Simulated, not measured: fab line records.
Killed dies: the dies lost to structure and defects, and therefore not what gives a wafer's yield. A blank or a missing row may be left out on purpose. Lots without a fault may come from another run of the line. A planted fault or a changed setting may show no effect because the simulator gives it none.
Chamber matching    flow nand-harc    NHARC_A_STAIRCASE_DEP_259 on pecvd-01: 3 sister chambers
The step deposits SiON, target thk 30 nm. 3 wafers are shown with their chamber, then 11 later ones without.

WAFERS, EACH WITH ITS CHAMBER
wafer   chamber  heater-power-w (W)
L086.2  1        632
L086.6  0        832
L086.3  2        689

WAFERS WITH NO CHAMBER GIVEN
wafer   heater-power-w (W)
L086.4  639
L086.5  681
L089.1  842
L089.3  827
L089.6  597
L092.1  649
L092.2  622
L092.6  837
L096.1  732
L096.2  861
L096.6  635

WHICH CHAMBER EACH WENT THROUGH
wafer    from the rows above       in truth
L086.4   1                         1
L086.5   2                         2
L089.1   0                         0
L089.3   0                         0
L089.6   1                         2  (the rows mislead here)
L092.1   can't be placed: 1 or 2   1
L092.2   1                         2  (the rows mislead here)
L092.6   0                         0
L096.1   2                         2
L096.2   0                         0
L096.6   1                         1
Correctly placed: 8 of 11. These rows do not allow placing 1 (true chamber among the candidates in 1). Wrongly placed: 2.
How it was worked out, from the rows above alone: a wafer's distance from a chamber is the root of the sum, over the readings, of the square of ((its reading less the chamber's mean) divided by the reading's scatter). If the next closest chamber is less than 2 further off than the closest, the wafer can't be placed; otherwise it belongs to the closest. A chamber's mean is the mean of its shown wafers. The scatter: root of mean squared gap, hidden wafer to nearest shown wafer, with one shown wafer a chamber.
